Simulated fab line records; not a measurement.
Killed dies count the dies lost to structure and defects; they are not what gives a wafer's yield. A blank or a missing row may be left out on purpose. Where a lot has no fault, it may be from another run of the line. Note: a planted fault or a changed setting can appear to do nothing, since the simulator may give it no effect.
fab line records | flow nand-harc
record: lots: 24 wafers: 72 last-day: 33
route steps=1302 shown A_ONON_D1@447 A_CHANNEL_HOLE_D1@464 A_CHANNEL_FILL_D1@496
lots that met no fault: taken from a fault-free run of the same line
start-h: hours from the record's first day to the start of the lot's first wafer shown | wait-h: how many hours have passed since the lot's step before this one | " the same as in the row above | L1.1+2: a single row standing in for several wafers | - no value, or no start given | * or withheld: withheld | < > ~ a bound
route shown NAME@n: a module of which the file shows steps, and the number in the route of the first | usual: average and standard deviation across the fault-free wafers | same: alike in all rows | chamber/n: place in a boat | sites: per-site readings | _std_site: the standard deviation of these | _edge_site: outer sites' mean less inner sites' | radius-mm: for every site, how far away it sits from the centre of the wafer | mask NAME#n: copy n | behind: tool/chamber where the wafer was last shaped | hold: reason for holding the lot/hours on hold/outcome of the hold | device: names the non-switching transistor (n, p or np) | end of line: the tests these same wafers got at the end of their route | where a step has no rows: the recipe by itself | killed: dies that structure and defects cost at the first sort, which is not the same as the wafer's yield | map: a wafer's dies, marking killed ones x, the rest . and places with no die _
set.NAME: the run value of the setting; set.NAME@STEP: its run value at that earlier step | model.NAME: the simulator's own value behind a step, which no gauge read
steps of the route over a sample of lots; a table a step, a row a wafer
services: from which hour (start-h, from the record's first day; less than 0 if before it) a tool's chamber was out of use, for how many hours, and why
== steps ==
step: NHARC_A_ONON_D1_THK_MEAS_34
recipe: thk-meas-gauge: ellipsometry
usual: thk-nm: 200/3.6
columns lot.wafer tool chamber start-h wait-h thk-nm
L074.1 film-metro-02 - 166.86 - 202
L074.3 " - " " 197
L074.5 " - " " 205
L075.2 film-metro-02 - 190.94 - 196
L075.3 " - " " 203
L075.4 " - " " 200
L076.1 film-metro-02 - 200.55 - 197
L076.3 " - " " 203
L076.4 " - " " 208
L078.2 film-metro-01 - 223.62 - 196
L078.4 " - " " 204
L078.6 " - " " 205
L077.1 film-metro-02 - 223.63 - 196
L077.2 " - " " 194
L077.6 " - " " 201
L080.1 film-metro-01 - 228.45 - 196
L080.4 " - " " 204
L080.5 " - " " 200
L079.3 film-metro-01 - 228.50 - 194
L079.5 " - " " 200
L079.6 " - " " 197
L081.2 film-metro-01 - 246.72 - 196
L081.3 " - " " 196
L081.6 " - " " 202
L082.1 film-metro-02 - 254.49 - 197
L082.4 " - " " 199
L082.5 " - " " 197
L083.1 film-metro-02 - 269.00 - 198
L083.3 " - " " 195
L083.5 " - " " 205
L084.1 film-metro-02 - 279.71 - 201
L084.3 " - " " 195
L084.5 " - " " 206
L086.1 film-metro-01 - 287.55 - 196
L086.3 " - " " 197
L086.4 " - " " 197
L085.2 film-metro-01 - 287.56 - 204
L085.3 " - " " 201
L085.6 " - " " 203
L087.1 film-metro-02 - 303.80 - 194
L087.2 " - " " 201
L087.6 " - " " 207
L089.3 film-metro-02 - 328.22 - 200
L089.5 " - " " 203
L089.6 " - " " 200
L088.1 film-metro-01 - 328.23 - 203
L088.3 " - " " 206
L088.5 " - " " 209
L090.1 film-metro-01 - 348.59 - 197
L090.2 " - " " 208
L090.4 " - " " 206
L091.4 film-metro-01 - 354.72 - 202
L091.5 " - " " 200
L091.6 " - " " 203
L092.4 film-metro-02 - 354.73 - 202
L092.5 " - " " 206
L092.6 " - " " 201
L094.1 film-metro-02 - 370.44 - 196
L094.4 " - " " 202
L094.5 " - " " 198
L093.1 film-metro-01 - 370.58 - 199
L093.4 " - " " 197
L093.5 " - " " 202
L095.1 film-metro-01 - 379.10 - 194
L095.3 " - " " 200
L095.5 " - " " 204
L096.1 film-metro-01 - 390.11 - 200
L096.4 " - " " 205
L096.6 " - " " 203
L097.1 film-metro-02 - 412.03 - 197
L097.3 " - " " 204
L097.4 " - " " 202
step: NHARC_A_CHANNEL_HOLE_D1_INSPECT_12
usual: raw-defect-count: 5.4/2.7
columns lot.wafer tool chamber start-h wait-h raw-defect-count
L074.1 defect-inspect-02 - 169.89 0.0 6
L074.3 " - " " 9
L074.5 " - " " 4
L075.2 defect-inspect-01 - 198.98 0.0 6
L075.3 " - " " 7
L075.4 " - " " 8
L076.1 defect-inspect-02 - 206.05 0.0 0
L076.3 " - " " 3
L076.4 " - " " 8
L078.2 defect-inspect-01 - 226.52 0.0 9
L078.4 " - " " 8
L078.6 " - " " 1
L077.1 defect-inspect-02 - 227.48 0.0 4
L077.2 " - " " 7
L077.6 " - " " 9
L080.1 defect-inspect-01 - 232.18 0.0 7
L080.4 " - " " 4
L080.5 " - " " 3
L079.3 defect-inspect-01 - 232.78 0.0 7
L079.5 " - " " 5
L079.6 " - " " 10
L081.2 defect-inspect-01 - 253.06 0.0 7
L081.3 " - " " 7
L081.6 " - " " 5
L082.1 defect-inspect-02 - 260.15 0.0 4
L082.4 " - " " 7
L082.5 " - " " 3
L083.1 defect-inspect-02 - 271.79 0.0 8
L083.3 " - " " 2
L083.5 " - " " 11
L084.1 defect-inspect-01 - 285.02 0.0 11
L084.3 " - " " 5
L084.5 " - " " 1
L085.2 defect-inspect-01 - 291.19 0.0 7
L085.3 " - " " 5
L085.6 " - " " 13
L086.1 defect-inspect-02 - 291.91 0.0 4
L086.3 " - " " 2
L086.4 " - " " 6
L087.1 defect-inspect-02 - 306.91 0.0 4
L087.2 " - " " 4
L087.6 " - " " 5
L089.3 defect-inspect-01 - 335.64 0.0 5
L089.5 " - " " 9
L089.6 " - " " 6
L088.1 defect-inspect-02 - 336.87 0.0 12
L088.3 " - " " 3
L088.5 " - " " 4
L090.1 defect-inspect-02 - 351.34 0.0 4
L090.2 " - " " 8
L090.4 " - " " 1
L091.4 defect-inspect-02 - 358.51 0.0 4
L091.5 " - " " 1
L091.6 " - " " 2
L092.4 defect-inspect-02 - 359.20 0.0 11
L092.5 " - " " 4
L092.6 " - " " 7
L094.1 defect-inspect-02 - 374.43 0.0 5
L094.4 " - " " 3
L094.5 " - " " 6
L093.1 defect-inspect-02 - 376.31 0.0 10
L093.4 " - " " 6
L093.5 " - " " 5
L095.1 defect-inspect-02 - 384.38 0.0 4
L095.3 " - " " 1
L095.5 " - " " 9
L096.1 defect-inspect-02 - 393.01 0.0 4
L096.4 " - " " 1
L096.6 " - " " 4
L097.1 defect-inspect-01 - 415.40 0.0 4
L097.3 " - " " 7
L097.4 " - " " 9
step: NHARC_A_CHANNEL_HOLE_D1_ETCH_16
recipe: target-depth-a: 31000 over-etch-frac: 0.3 time-s: 806 ion-energy-ev: 150 o2-flow-sccm: 400 cos-flow-sccm: 20 ar-flow-sccm: 0 rf-w: 500 bias-w: 300 chemistry: O2/COS
usual: cos-flow-sccm: 19.99/0.063 drypump-motor-current-A: 5.6/0.5 oes-product-au: 0.996/0.011 rf-vpp-V: 313.8/1.8 showerhead-plenum-p-Torr: 3.09/0.11 throttle-valve-pct: 28.330/0.0085
same: time-s: 806
columns lot.wafer tool chamber start-h wait-h cos-flow-sccm drypump-motor-current-A oes-product-au rf-hours-counter-h rf-vpp-V showerhead-plenum-p-Torr throttle-valve-pct
L074.3 rie-diel-09 1 - - 20.08 5.8 1.000 4 318.0 3.34 28.324
L074.1 " 3 " " 20.04 6.4 1.014 4 312.0 2.96 28.323
L074.5 " 3 " " 20.09 6.4 1.000 - 311.5 2.96 28.312
L075.3 rie-diel-13 0 - - 19.93 5.5 0.991 1 317.2 3.20 28.335
L075.4 " 1 " " 20.09 6.4 0.986 1 313.2 3.05 28.336
L075.2 " 2 " " 20.00 5.4 0.988 1 313.0 3.04 28.327
L076.4 rie-diel-13 0 - - 19.87 5.5 0.984 2 317.6 3.20 28.331
L076.1 " 1 " " 19.98 6.4 0.993 2 312.9 3.05 28.327
L076.3 " 2 " " 19.97 5.4 0.985 2 315.2 3.04 28.333
L078.2 rie-diel-13 2 - - 20.13 5.4 0.982 4 312.6 3.04 28.322
L078.6 " 2 " " 20.10 5.4 0.997 - 312.9 3.04 28.323
L078.4 " 0 " " 19.96 5.5 0.989 - 314.2 3.20 28.344
L077.2 rie-diel-09 0 - - 19.97 5.2 1.003 23 313.0 3.01 28.328
L077.1 " 2 " " 20.11 5.2 1.002 25 317.8 3.36 28.346
L077.6 " 0 " " 20.06 5.2 1.006 - 312.1 3.01 28.332
L080.4 rie-diel-08 1 - - 19.93 6.2 1.009 11 314.8 3.17 28.329
L080.1 " 2 " " 20.00 5.4 1.009 9 313.0 3.05 28.346
L080.5 " 0 " " 19.98 4.9 1.008 - 311.1 2.93 28.333
L079.3 rie-diel-09 3 - - 19.91 6.4 0.997 30 312.2 2.95 28.322
L079.5 " 1 " " 19.98 5.7 0.990 - 317.9 3.33 28.326
L079.6 " 2 " " 19.92 5.2 0.997 - 316.8 3.36 28.329
L081.2 rie-diel-13 3 - - 19.96 5.1 0.985 4 313.9 3.10 28.342
L081.3 " 1 " " 19.94 6.4 0.991 5 314.0 3.05 28.328
L081.6 " 2 " " 20.05 5.4 0.985 - 312.8 3.04 28.328
L082.1 rie-diel-13 1 - - 19.91 6.4 0.982 6 313.7 3.05 28.330
L082.4 " 3 " " 19.97 5.1 0.982 - 315.6 3.10 28.325
L082.5 " 1 " " 19.90 6.4 0.982 - 313.2 3.05 28.321
L083.3 rie-diel-08 0 - - 19.93 4.9 1.020 22 310.5 2.92 28.327
L083.1 " 2 " " 19.98 5.4 1.001 20 312.7 3.05 28.328
L083.5 " 0 " " 20.00 4.9 1.005 - 311.1 2.92 28.323
L084.3 rie-diel-13 0 - - 20.01 5.5 0.982 8 314.1 3.20 28.306
L084.1 " 1 " " 19.98 6.4 0.987 8 313.0 3.05 28.330
L084.5 " 3 " " 19.94 5.1 0.985 - 312.8 3.10 28.340
L085.2 rie-diel-13 3 - - 20.00 5.1 0.985 7 313.6 3.10 28.342
L085.3 " 2 " " 19.97 5.4 0.991 8 314.2 3.04 28.327
L085.6 " 3 " " 19.95 5.1 0.981 - 314.2 3.10 28.334
L086.4 rie-diel-08 3 - - 19.97 6.3 0.999 25 310.0 2.94 28.345
L086.3 " 0 " " 19.93 4.9 1.007 28 312.2 2.92 28.329
L086.1 " 1 " " 19.95 6.2 1.014 29 313.7 3.16 28.343
L087.2 rie-diel-13 3 - - 19.98 5.1 0.997 10 312.7 3.10 28.344
L087.1 " 0 " " 20.12 5.5 1.005 12 315.2 3.19 28.331
L087.6 " 3 " " 20.08 5.1 0.992 - 313.4 3.10 28.335
L089.3 rie-diel-13 2 - - 20.03 5.4 0.971 11 312.1 3.04 28.338
L089.6 " 0 " " 19.97 5.5 0.998 - 315.6 3.19 28.341
L089.5 " 1 " " 20.01 6.4 0.983 - 313.6 3.05 28.346
L088.1 rie-diel-08 2 - - 20.02 5.4 1.009 38 314.3 3.04 28.333
L088.3 " 0 " " 20.07 4.9 1.008 44 311.1 2.91 28.316
L088.5 " 2 " " 20.00 5.4 1.010 - 312.1 3.04 28.338
L090.1 rie-diel-13 2 - - 20.00 5.5 0.980 0 314.2 3.04 28.331
L090.2 " 3 " " 19.95 5.1 1.002 0 313.2 3.10 28.336
L090.4 " 0 " " 19.99 5.5 0.991 0 317.1 3.19 28.330
L091.4 rie-diel-09 1 - - 20.14 5.7 1.012 10 315.2 3.31 28.333
L091.5 " 0 " " 19.86 5.3 0.997 - 311.5 2.99 28.321
L091.6 " 1 " " 19.99 5.8 1.012 - 316.5 3.31 28.323
L092.4 rie-diel-08 2 - - 19.98 5.4 1.015 45 313.5 3.03 28.335
L092.6 " 0 " " 20.01 4.9 1.010 - 311.0 2.91 28.316
L092.5 " 1 " " 20.02 6.2 1.011 - 314.6 3.14 28.339
L094.4 rie-diel-13 3 - - 19.94 5.1 1.012 2 313.6 3.10 28.315
L094.1 " 2 " " 19.99 5.4 0.983 2 312.6 3.04 28.321
L094.5 " 3 " " 19.94 5.1 1.004 - 312.5 3.10 28.328
L093.1 rie-diel-13 2 - - 20.03 5.4 0.983 2 312.9 3.04 28.332
L093.4 " 0 " " 20.11 5.5 1.000 3 314.9 3.19 28.324
L093.5 " 3 " " 19.97 5.1 0.991 - 314.3 3.09 28.326
L095.3 rie-diel-08 1 - - 20.00 6.2 1.000 2 314.7 3.14 28.331
L095.1 " 0 " " 20.01 4.9 0.981 2 312.4 2.91 28.337
L095.5 " 1 " " 19.91 6.2 0.997 - 314.9 3.14 28.331
L096.1 rie-diel-13 1 - - 20.08 6.4 0.999 3 313.4 3.05 28.332
L096.4 " 2 " " 19.98 5.4 0.992 4 313.1 3.04 28.331
L096.6 " 3 " " 20.06 5.1 0.993 - 313.3 3.10 28.341
L097.3 rie-diel-13 2 - - 19.90 5.4 0.975 5 313.3 3.04 28.315
L097.1 " 0 " " 19.90 5.5 1.006 6 315.6 3.19 28.344
L097.4 " 1 " " 20.00 6.4 0.985 5 312.9 3.04 28.329
step: NHARC_A_CHANNEL_HOLE_D1_ETCH_22
recipe: bias-v: 3000 source-w: withheld pressure-mtorr: 20 time-s: 666.7 ar-flow-sccm: 375 c4f8-flow-sccm: 89.3 o2-flow-sccm: 35.7 temp-c: -20 target-depth-a: 16000 chemistry: C4F8/O2/Ar
usual: drypump-motor-current-A: 5.29/0.19 showerhead-plenum-p-Torr: 3.62/0.085 temp-c: -20.01/0.1 throttle-valve-pct: 32.156/0.0094
same: time-s: 666.7
columns lot.wafer tool chamber start-h wait-h drypump-motor-current-A rf-hours-counter-h showerhead-plenum-p-Torr temp-c throttle-valve-pct
L074.1 har-etch-01 0 172.95 0.4 5.41 85 3.64 -20.15 32.150
L074.3 " 0 " " 5.39 - 3.64 -19.97 32.164
L074.5 " 1 " " 4.95 - 3.73 -19.89 32.144
L075.2 har-etch-02 1 203.18 0.4 5.32 295 3.56 -19.80 32.170
L075.4 " 0 " " 5.46 - 3.64 -19.90 32.158
L075.3 " 1 " " 5.31 - 3.56 -20.12 32.152
L076.1 har-etch-02 0 208.25 0.4 5.44 314 3.63 -19.95 32.165
L076.4 " 1 " " 5.28 - 3.56 -20.06 32.148
L076.3 " 0 " " 5.46 - 3.63 -19.84 32.144
L078.2 har-etch-02 0 228.85 0.4 5.45 321 3.63 -19.94 32.165
L078.4 " 0 " " 5.46 - 3.63 -19.87 32.158
L078.6 " 1 " " 5.27 - 3.56 -20.10 32.157
L077.1 har-etch-01 1 229.59 0.4 4.97 112 3.72 -20.19 32.138
L077.2 " 0 " " 5.42 112 3.62 -20.05 32.163
L077.6 " 0 " " 5.42 - 3.62 -20.06 32.160
L080.1 har-etch-01 0 237.60 0.4 5.45 119 3.62 -20.01 32.153
L080.4 " 0 " " 5.39 - 3.62 -19.87 32.149
L080.5 " 1 " " 4.92 - 3.72 -20.06 32.151
L079.3 har-etch-02 0 240.69 0.4 5.44 - 3.62 -19.99 32.167
L079.6 " 0 " " 5.44 - 3.62 -20.11 32.173
L079.5 " 1 " " 5.24 - 3.55 -20.08 32.146
L081.2 har-etch-02 1 257.70 0.4 5.31 325 3.55 -19.86 32.152
L081.3 " 1 " " 5.27 - 3.55 -19.84 32.149
L081.6 " 1 " " 5.27 - 3.55 -19.99 32.162
L082.1 har-etch-02 0 262.55 0.4 5.48 344 3.62 -20.11 32.142
L082.4 " 1 " " 5.25 - 3.55 -20.12 32.170
L082.5 " 0 " " 5.45 - 3.62 -20.14 32.161
L083.1 har-etch-02 0 274.00 0.4 5.45 348 3.61 -19.98 32.146
L083.3 " 0 " " 5.46 - 3.61 -20.02 32.148
L083.5 " 0 " " 5.45 - 3.61 -20.08 32.154
L084.1 har-etch-01 0 292.05 0.4 5.41 150 3.60 -19.88 32.159
L084.3 " 1 " " 4.95 - 3.70 -20.16 32.159
L084.5 " 0 " " 5.43 - 3.60 -19.76 32.148
L085.2 har-etch-02 1 296.44 0.4 5.28 352 3.53 -19.99 32.172
L085.3 " 0 " " 5.43 - 3.60 -20.11 32.157
L085.6 " 1 " " 5.25 - 3.53 -19.94 32.145
L086.1 har-etch-01 1 300.04 0.4 4.94 157 3.69 -20.02 32.154
L086.3 " 1 " " 4.95 - 3.69 -20.07 32.166
L086.4 " 0 " " 5.39 - 3.60 -20.19 32.166
L087.2 har-etch-02 0 309.04 0.4 5.45 371 3.60 -20.38 32.163
L087.1 " 1 " " 5.28 356 3.53 -20.00 32.176
L087.6 " 1 " " 5.27 - 3.53 -20.05 32.157
L089.3 har-etch-02 1 337.94 0.4 5.26 - 3.53 -19.94 32.154
L089.5 " 1 " " 5.24 - 3.53 -20.11 32.136
L089.6 " 0 " " 5.44 - 3.60 -19.98 32.141
L088.1 har-etch-02 1 342.01 0.4 5.25 372 3.52 -19.95 32.158
L088.3 " 0 " " 5.44 - 3.59 -19.98 32.158
L088.5 " 1 " " 5.28 - 3.52 -20.04 32.143
L090.2 har-etch-02 0 353.44 0.4 5.44 395 3.59 -19.82 32.150
L090.1 " 1 " " 5.26 379 3.52 -19.99 32.152
L090.4 " 1 " " 5.28 - 3.52 -19.91 32.138
L091.4 har-etch-02 0 360.80 0.4 5.43 - 3.59 -19.87 32.165
L091.5 " 0 " " 5.47 - 3.59 -19.93 32.168
L091.6 " 1 " " 5.33 - 3.52 -19.82 32.165
L092.4 har-etch-01 0 363.15 0.4 5.40 - 3.58 -19.98 32.159
L092.6 " 1 " " 4.94 - 3.68 -20.16 32.159
L092.5 " 0 " " 5.43 - 3.58 -20.00 32.146
L094.1 har-etch-01 0 376.53 0.4 5.40 199 3.57 -20.01 32.164
L094.4 " 1 " " 4.97 - 3.67 -19.99 32.158
L094.5 " 1 " " 4.97 - 3.67 -20.08 32.139
L093.1 har-etch-01 0 380.73 0.4 5.39 203 3.57 -20.12 32.147
L093.4 " 1 " " 4.95 - 3.67 -19.89 32.158
L093.5 " 1 " " 4.95 - 3.67 -20.03 32.156
L095.1 har-etch-01 0 392.92 0.4 5.42 214 3.57 -20.03 32.142
L095.3 " 1 " " 4.93 - 3.66 -20.03 32.169
L095.5 " 1 " " 4.94 - 3.66 -20.06 32.154
L096.1 har-etch-01 1 397.10 0.4 4.93 218 3.66 -20.07 32.160
L096.4 " 0 " " 5.43 - 3.56 -20.10 32.165
L096.6 " 0 " " 5.42 - 3.56 -20.00 32.160
L097.1 har-etch-02 0 417.61 0.4 5.45 12 3.93 -20.02 32.151
L097.3 " 1 " " 5.26 - 3.93 -20.07 32.168
L097.4 " 0 " " 5.46 - 3.93 -20.25 32.159
step: NHARC_A_CHANNEL_HOLE_D1_XSEM_31
recipe: landing-energy-ev: 35000
usual: bot-cd-nm: 74.5/2 bow-nm: 8.71/0.21 tilt-deg: 0.08/0.036
columns lot.wafer tool chamber start-h wait-h bot-cd-nm bow-nm tilt-deg
L074.1 xsem-01 0 177.86 0.1 78.6 8.71 0.12
L074.3 " 0 " " 77.7 8.76 0.13
L074.5 " 0 " " 75.7 8.77 0.13
L075.2 xsem-02 0 207.84 0.1 74.2 8.50 0.08
L075.3 " 0 " " 76.1 8.44 0.08
L075.4 " 0 " " 73.4 8.38 0.08
L076.1 xsem-02 0 212.88 0.1 71.0 8.53 0.04
L076.3 " 0 " " 75.1 8.47 0.04
L076.4 " 0 " " 74.4 8.58 0.04
L078.2 xsem-02 0 233.74 0.1 76.3 8.63 0.08
L078.4 " 0 " " 76.0 8.56 0.08
L078.6 " 0 " " 79.4 8.55 0.09
L077.1 xsem-01 0 235.86 0.1 73.6 8.65 0.12
L077.2 " 0 " " 77.4 8.72 0.12
L077.6 " 0 " " 72.7 8.69 0.12
L080.1 xsem-02 0 242.24 0.1 79.2 8.95 0.05
L080.4 " 0 " " 77.0 8.99 0.05
L080.5 " 0 " " 79.0 8.98 0.05
L079.3 xsem-01 0 245.25 0.1 74.4 8.25 0.07
L079.5 " 0 " " 77.6 8.21 0.08
L079.6 " 0 " " 77.7 8.31 0.07
L081.2 xsem-01 0 262.46 0.1 73.9 8.56 0.08
L081.3 " 0 " " 74.8 8.64 0.08
L081.6 " 0 " " 75.3 8.65 0.08
L082.1 xsem-02 0 267.48 0.1 70.8 9.11 0.06
L082.4 " 0 " " 73.7 9.17 0.05
L082.5 " 0 " " 73.3 9.07 0.06
L083.1 xsem-02 0 278.65 0.1 75.2 8.78 0.08
L083.3 " 0 " " 74.2 8.69 0.07
L083.5 " 0 " " 73.8 8.68 0.07
L084.1 xsem-02 0 297.33 0.1 73.6 8.80 0.09
L084.3 " 0 " " 76.1 8.80 0.09
L084.5 " 0 " " 75.2 8.81 0.09
L085.2 xsem-01 0 301.21 0.1 73.0 9.05 0.00
L085.3 " 0 " " 73.5 8.96 0.00
L085.6 " 0 " " 76.1 9.01 0.00
L086.1 xsem-02 0 304.79 0.1 77.2 8.81 0.11
L086.3 " 0 " " 74.5 8.94 0.12
L086.4 " 0 " " 74.3 8.87 0.12
L087.1 xsem-01 0 313.77 0.1 71.6 8.88 0.06
L087.2 " 0 " " 75.1 8.94 0.06
L087.6 " 0 " " 75.0 9.02 0.06
L089.3 xsem-02 0 342.50 0.1 72.5 8.84 0.06
L089.5 " 0 " " 71.4 8.84 0.06
L089.6 " 0 " " 72.8 8.82 0.06
L088.1 xsem-01 0 349.90 0.1 74.1 8.60 0.12
L088.3 " 0 " " 77.0 8.62 0.11
L088.5 " 0 " " 75.2 8.66 0.12
L090.1 xsem-01 0 358.19 0.1 74.9 8.69 0.06
L090.2 " 0 " " 70.2 8.65 0.06
L090.4 " 0 " " 74.3 8.69 0.06
L091.4 xsem-01 0 365.37 0.1 72.8 8.63 0.09
L091.5 " 0 " " 75.5 8.73 0.09
L091.6 " 0 " " 73.8 8.79 0.09
L092.4 xsem-02 0 367.60 0.1 76.3 8.72 0.18
L092.5 " 0 " " 76.0 8.56 0.18
L092.6 " 0 " " 73.8 8.72 0.18
L094.1 xsem-02 0 381.31 0.1 73.8 8.85 0.09
L094.4 " 0 " " 73.6 8.93 0.09
L094.5 " 0 " " 74.5 8.91 0.09
L093.1 xsem-02 0 385.46 0.1 75.9 8.49 0.11
L093.4 " 0 " " 71.7 8.50 0.11
L093.5 " 0 " " 74.2 8.52 0.11
L095.1 xsem-02 0 397.58 0.1 70.3 8.76 0.12
L095.3 " 0 " " 73.2 8.85 0.12
L095.5 " 0 " " 72.8 8.75 0.12
L096.1 xsem-01 0 402.18 0.1 76.5 8.58 0.11
L096.4 " 0 " " 72.1 8.63 0.12
L096.6 " 0 " " 74.8 8.66 0.12
L097.1 xsem-02 0 422.30 0.1 75.6 8.52 0.05
L097.3 " 0 " " 73.8 8.48 0.05
L097.4 " 0 " " 72.2 8.49 0.05
step: NHARC_A_CHANNEL_FILL_D1_ALD_16
recipe: target-thk-a: 15 pulse-time-s: 10 ald-cycles: 15 temp-c: 300 material: SiO2
usual: heater-power-w: 463/46 precursor-pulse-height-rel: 1.003/0.018 susceptor-temp-C: 300.01/0.16
columns lot.wafer tool chamber start-h wait-h heater-power-w precursor-pulse-height-rel susceptor-temp-C
L074.1 ald-hk-01 0 189.77 0.1 431 0.999 -
L074.3 " 1 " " 484 0.993 -
L074.5 " 3 " " 379 0.998 -
L075.2 ald-hk-02 1 221.38 0.9 526 1.038 300.05
L075.3 " 2 " " 500 1.001 299.79
L075.4 " 3 " " 503 0.999 300.17
L076.1 ald-hk-03 0 227.41 0.0 403 0.974 300.02
L076.4 " 1 " " 444 1.048 300.08
L076.3 " 2 " " 466 0.974 299.98
L078.4 ald-hk-02 2 246.23 0.0 494 1.001 300.21
L078.2 " 0 " " 486 1.024 300.15
L078.6 " 2 " " 492 0.994 300.20
L077.2 ald-hk-01 1 246.29 0.1 486 0.997 299.99
L077.1 " 2 " " 436 1.003 300.21
L077.6 " 0 " " 434 1.008 299.77
L080.1 ald-hk-02 0 255.33 0.6 499 1.007 299.98
L080.4 " 3 " " 520 0.970 299.96
L080.5 " 0 " " 496 0.986 299.66
L079.3 ald-hk-01 3 259.35 0.1 385 1.010 299.73
L079.5 " 1 " " 490 1.022 299.90
L079.6 " 2 " " 430 0.997 300.10
L081.3 ald-hk-01 1 276.89 0.1 489 0.980 300.10
L081.2 " 3 " " 381 1.006 300.09
L081.6 " 0 " " 445 1.022 300.21
L082.4 ald-hk-01 3 280.56 0.6 374 1.007 300.11
L082.1 " 1 " " 488 0.982 300.10
L082.5 " 3 " " 373 0.982 300.04
L083.3 ald-hk-02 0 291.20 0.1 487 1.042 300.02
L083.1 " 1 " " 519 0.999 300.25
L083.5 " 0 " " 493 0.996 300.26
L084.3 ald-hk-03 2 312.14 0.1 466 1.003 -
L084.1 " 3 " " 507 0.978 -
L084.5 " 2 " " 462 0.976 -
L085.3 ald-hk-02 2 316.12 0.1 490 1.014 299.97
L085.2 " 3 " " 499 0.993 300.22
L085.6 " 1 " " 504 0.986 300.01
L086.3 ald-hk-03 3 319.70 0.0 511 0.988 299.91
L086.1 " 0 " " 413 1.001 300.16
L086.4 " 2 " " 470 0.999 300.06
L087.1 ald-hk-02 1 326.19 0.0 513 0.994 299.68
L087.2 " 2 " " 493 0.997 299.92
L087.6 " 1 " " 505 1.011 299.66
L089.3 ald-hk-03 0 354.96 0.1 400 1.007 300.26
L089.6 " 3 " " 520 1.002 299.87
L089.5 " 0 " " 407 1.003 300.32
L088.1 ald-hk-03 0 362.37 0.0 404 1.001 300.01
L088.3 " 2 " " 471 0.986 300.22
L088.5 " 0 " " 404 0.984 299.97
L090.2 ald-hk-01 0 371.13 0.1 443 0.972 299.85
L090.4 " 1 " " 521 0.999 299.72
L090.1 " 2 " " 432 1.012 300.21
L091.4 ald-hk-01 2 377.95 0.1 435 0.992 300.16
L091.5 " 0 " " 433 1.025 300.15
L091.6 " 1 " " 524 0.982 299.82
L092.4 ald-hk-02 1 377.97 0.1 518 1.030 -
L092.5 " 2 " " 487 1.040 -
L092.6 " 3 " " 473 0.996 -
L094.4 ald-hk-01 3 394.77 0.1 385 1.031 299.64
L094.1 " 0 " " 430 0.973 300.25
L094.5 " 2 " " 420 1.005 300.07
L093.1 ald-hk-02 0 399.58 1.6 503 1.013 300.00
L093.4 " 1 " " 509 0.997 300.07
L093.5 " 3 " " 469 0.995 299.88
L095.3 ald-hk-01 1 411.33 0.0 527 1.020 300.15
L095.1 " 3 " " 375 1.017 300.17
L095.5 " 2 " " 423 1.004 300.04
L096.4 ald-hk-01 2 417.34 0.0 429 0.972 299.92
L096.1 " 0 " " 423 0.975 300.26
L096.6 " 2 " " 424 0.991 300.07
L097.1 ald-hk-02 1 437.95 0.5 525 0.988 299.84
L097.3 " 3 " " 477 0.991 300.22
L097.4 " 0 " " 524 1.019 300.00
== services ==
columns tool chamber start-h hours kind
har-etch-01 - 148.07 1.1 repair
rie-diel-13 - 165.00 9.0 pm
ald-hk-02 - 170.00 10.0 pm
rie-diel-08 - 190.80 9.0 pm
ald-hk-03 - 215.49 10.0 pm
xsem-01 - 220.57 1.4 repair
rie-diel-13 3 220.92 13.1 repair
ald-hk-02 - 230.13 0.5 repair
rie-diel-08 - 236.86 2.0 repair
ald-hk-01 - 256.07 0.6 repair
rie-diel-13 2 258.89 6.1 repair
rie-diel-13 0 268.64 1.2 repair
ald-hk-02 - 292.74 4.3 repair
xsem-02 - 316.04 1.2 repair
rie-diel-08 - 326.70 0.1 repair
rie-diel-13 - 342.03 9.0 pm
ald-hk-02 - 348.00 10.0 pm
xsem-02 - 348.32 1.1 repair
rie-diel-08 - 367.86 9.0 pm
xsem-01 - 374.00 14.0 pm
ald-hk-02 - 374.21 1.1 repair
har-etch-02 - 377.36 17.0 pm
rie-diel-08 3 380.36 3.6 repair
rie-diel-13 2 406.79 7.9 repair
== key ==
fault none
